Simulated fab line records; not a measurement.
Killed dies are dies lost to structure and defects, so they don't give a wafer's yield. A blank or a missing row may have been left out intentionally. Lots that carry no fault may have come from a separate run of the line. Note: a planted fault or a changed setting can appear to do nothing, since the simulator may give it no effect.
Matching of chambers    flow n5_finfet    ald_sin-02 running N5_FIN_SAQP_ALD_61: 4 sister chambers
The step deposits SiO2, target thk 4 nm, pulse time 1 s, purge time 2 s. 7 wafers are shown with their chamber, then 7 later ones without.

## WAFERS WITH THEIR CHAMBER
wafer   chamber  heater_power_w (W)  precursor_pulse_height_rel
L075.4  1        469                 1.006
L083.6  2        488                 1.000
L087.1  0        406                 0.953
L087.4  3        500                 1.001
L087.5  2        497                 0.988
L091.1  3        494                 1.050
L091.5  0        405                 1.014

## WAFERS WITH NO CHAMBER GIVEN
wafer   heater_power_w (W)  precursor_pulse_height_rel
L091.6  482                 1.016
L092.1  497                 1.009
L092.3  480                 1.010
L092.4  401                 1.002
L093.1  476                 1.000
L093.4  408                 1.010
L093.6  491                 0.981

## EACH ONE'S CHAMBER
wafer   from the rows above           in truth
L091.6  can't be placed: 2 or 1 or 3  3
L092.1  can't be placed: 3 or 2       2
L092.3  can't be placed: 1 or 2 or 3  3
L092.4  0                             0
L093.1  1                             1
L093.4  0                             0
L093.6  can't be placed: 2 or 3       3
3 of 7 placed correctly. Cannot be placed on the basis of these rows: 4; the candidates contain the true chamber in 4. Wrongly placed: 0.
How it was worked out, from the rows above alone: a wafer's distance from a chamber is the root of the sum, over the readings, of the square of ((its reading less the chamber's mean) divided by the reading's scatter). If the next closest chamber is less than 2 further off than the closest, the wafer can't be placed; otherwise it belongs to the closest. A chamber's mean is the mean of its shown wafers. The scatter is the square root of a quotient: the sum, over the shown wafers, of each reading's squared deviation from its chamber's mean, divided by wafers minus chambers.
